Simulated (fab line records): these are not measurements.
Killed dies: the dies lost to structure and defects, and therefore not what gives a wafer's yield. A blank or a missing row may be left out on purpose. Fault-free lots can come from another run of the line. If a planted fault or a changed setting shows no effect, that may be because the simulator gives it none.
Split-lot study    flow n5-finfet    7 lots, 21 wafers read, on a route of 1938 steps

== SPLIT DETAILS ==
At N5_BEOL_M15_PEB_26 (peb time 90 s), the setting peb-time-s was moved away from the recipe's 90 s on 4 of the 21 wafers read, by -13.1% to -9.7%. The other wafers ran this setting at the recipe's value.

== FROM THE SPLIT TO THE READING: what the file shows between them, 2 steps ==
- N5_BEOL_M15_DEVELOP_27: develop time 45 s
- N5_BEOL_M15_HARDBAKE_32: time 120 s

== THE READING ==
cd-nm at N5_BEOL_M15_CD_MEAS_28, given in nm (cd target 407.6 nm). Typical for fault-free wafers on this fab line: 408.4 nm, with standard deviation 2 nm.

wafer   tool, chamber at the split  peb-time-s as run, s  against the recipe  cd-nm, nm  against lot-mates on the recipe
L076.1  litho-track-03, 0           90                    recipe              407.4      -
L076.2  litho-track-03, 0           90                    recipe              410.7      -
L076.4  litho-track-03, 0           90                    recipe              408.6      -
L075.1  litho-track-03, 0           90                    recipe              408.0      -
L075.3  litho-track-03, 0           90                    recipe              408.8      -
L075.5  litho-track-03, 0           90                    recipe              407.1      -
L079.1  litho-track-03, 0           90                    recipe              410.3      -
L079.2  litho-track-03, 0           90                    recipe              408.2      -
L079.4  litho-track-03, 0           90                    recipe              411.5      -
L084.4  litho-track-03, 0           90                    recipe              406.5      -
L084.5  litho-track-03, 0           90                    recipe              407.7      -
L084.6  litho-track-03, 0           90                    recipe              406.3      -
L088.1  litho-track-04, 0           90                    recipe              407.6      -
L088.2  litho-track-04, 0           90                    recipe              406.6      -
L088.4  litho-track-04, 0           90                    recipe              407.6      -
L094.1  litho-track-02, 0           90                    recipe              406.6      -
L094.5  litho-track-02, 0           78.19                 -13.1%              397.4      -9.2
L094.6  litho-track-02, 0           78.19                 -13.1%              399.9      -6.7
L096.1  litho-track-04, 0           81.23                 -9.7%               401.2      -3.9
L096.4  litho-track-04, 0           81.23                 -9.7%               400.5      -4.6
L096.6  litho-track-04, 0           90                    recipe              405.1      -

FIT RESULTS
A straight line over all 21 wafers: cd-nm changes by +0.713 nm for each +1% of peb-time-s; r = +0.91; the points scatter about the line by 1.6 nm.
The same after taking each lot's own level away (the mean of its wafers on the recipe; 21 wafers): +0.548 nm for each +1%; r = +0.93; scatter 1.1 nm.
That fit puts the effect of the largest move of peb-time-s on the reading at 7.2 nm.
Across the lots, their own levels run from 405.10 to 410.00 nm, a range of 2.4 times the standard deviation given above.
So the lot-to-lot level changes the slope: the two fits differ.
Check: for one of the wafers moved furthest among these (-13.1%), held out of the fit, the line's prediction against its lot-mates is -6.19 nm. Against them it came out at -9.2 nm.

== OTHER SPLITS APPLIED TO THESE WAFERS ==
Note: prior to the reading, these wafers also went through further splits. Each is held against what the fit with the lots' levels taken away leaves over:
other split on the same wafers  wafers away from the commonest value  r with cd-nm (lot level and that fit taken away)
N5_BEOL_M14_EXPOSE_25 dose-mj   6                                     +0.23
N5_BEOL_M14_ETCH_68 time-s      7                                     -0.02

== THE WHOLE CHAIN: every reading that the file lists as answering this split, in the file's order ==
step                    what it does              reading                                                          change (the file's fit)               r (the file's)
N5_BEOL_M15_CD_MEAS_28  target cd 407.6 nm        cd-nm                                                            +0.55 nm for each +1% of the setting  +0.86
N5_BEOL_M15_DESCUM_33   chemistry O2, time 7.9 s  BEOL_M15.cd-nm (the simulator's own value, which no gauge read)  +0.54 nm for each +1% of the setting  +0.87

== FILE'S OWN FIT ==
cd-nm changes by +0.55 nm for each +1% of peb-time-s, r = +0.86.
